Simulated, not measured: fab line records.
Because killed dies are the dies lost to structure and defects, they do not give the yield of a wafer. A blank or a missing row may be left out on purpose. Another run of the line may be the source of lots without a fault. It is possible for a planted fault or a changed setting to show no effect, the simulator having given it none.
Matching of chambers	flow n5_finfet	N5_BEOL_M9_CURE_71 on uv_cure-02 has 3 sister chambers
The step cures SiCOH lowk, time 240 s. 3 wafers are shown with their chamber, then 7 later ones without.

== WAFERS WITH THEIR CHAMBER ==
wafer	chamber	wafer_temp_C_max
L088.5	0	386.4
L087.6	2	387.1
L090.4	1	386.6

== WAFERS WITH NO CHAMBER GIVEN ==
wafer	wafer_temp_C_max
L090.5	386.2
L097.1	386.6
L097.3	386.3
L097.5	386.7
L097.2	386.5
L097.4	386.2
L097.6	386.9

== CHAMBER TAKEN BY EACH ==
wafer	from the rows above	in truth
L090.5	can't be placed: 0 or 1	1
L097.1	can't be placed: 1 or 0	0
L097.3	can't be placed: 0 or 1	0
L097.5	can't be placed: 1 or 0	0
L097.2	can't be placed: 0 or 1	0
L097.4	can't be placed: 0 or 1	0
L097.6	can't be placed: 2 or 1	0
0 of 7 placed correctly. Can't be placed from these rows: 7 (the true chamber is among the candidates in 6). 0 placed wrongly.
How it was worked out, from the rows above alone: a wafer's distance from a chamber is the root of the sum, over the readings, of the square of ((its reading less the chamber's mean) divided by the reading's scatter). If the next closest chamber is less than 2 further off than the closest, the wafer can't be placed; otherwise it belongs to the closest. The mean given for a chamber averages the wafers shown for that chamber. The scatter: root of mean squared gap, hidden wafer to nearest shown wafer, with one shown wafer a chamber.
